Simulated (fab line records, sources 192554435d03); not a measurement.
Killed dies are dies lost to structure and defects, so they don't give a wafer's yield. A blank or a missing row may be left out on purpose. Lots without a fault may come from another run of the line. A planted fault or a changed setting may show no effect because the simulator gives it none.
Chamber matching | flow n5_finfet | N5_BEOL_M0_CO_CAP_123 on cvd_co-01: 3 sister chambers
The step material Co, precursor CCTBA/H2, target thk 2 nm, time 102.1 s. 6 wafers are shown with their chamber, then 7 later ones without.

WAFERS WITH THEIR CHAMBER
wafer  | chamber | heater_power_w (W)
L650.3 | 0       | 228
L652.6 | 1       | 208
L654.2 | 0       | 233
L654.4 | 2       | 225
L656.1 | 2       | 223
L656.4 | 1       | 205

WAFERS WITHOUT THEIR CHAMBER
wafer  | heater_power_w (W)
L656.5 | 236
L662.2 | 237
L662.4 | 210
L662.5 | 206
L666.2 | 232
L666.3 | 211
L666.5 | 219

WHICH CHAMBER EACH WENT THROUGH
wafer  | from the rows above | in truth
L656.5 | 0                   | 0
L662.2 | 0                   | 0
L662.4 | 1                   | 1
L662.5 | 1                   | 1
L666.2 | 0                   | 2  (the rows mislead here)
L666.3 | 1                   | 1
L666.5 | 2                   | 2
Placed correctly: 6 of 7. Can't be placed from these rows: 0. Placed wrongly: 1.
How it was worked out, from the rows above alone: a wafer's distance from a chamber is the root of the sum, over the readings, of the square of ((its reading less the chamber's mean) divided by the reading's scatter). The wafer belongs to the nearest chamber; if the next one is less than 2 further off, it can't be placed. A chamber's mean is the mean of its shown wafers. The scatter: the root of (the sum of the squares of (reading less its chamber's mean) over the shown wafers, divided by (wafers less chambers)).
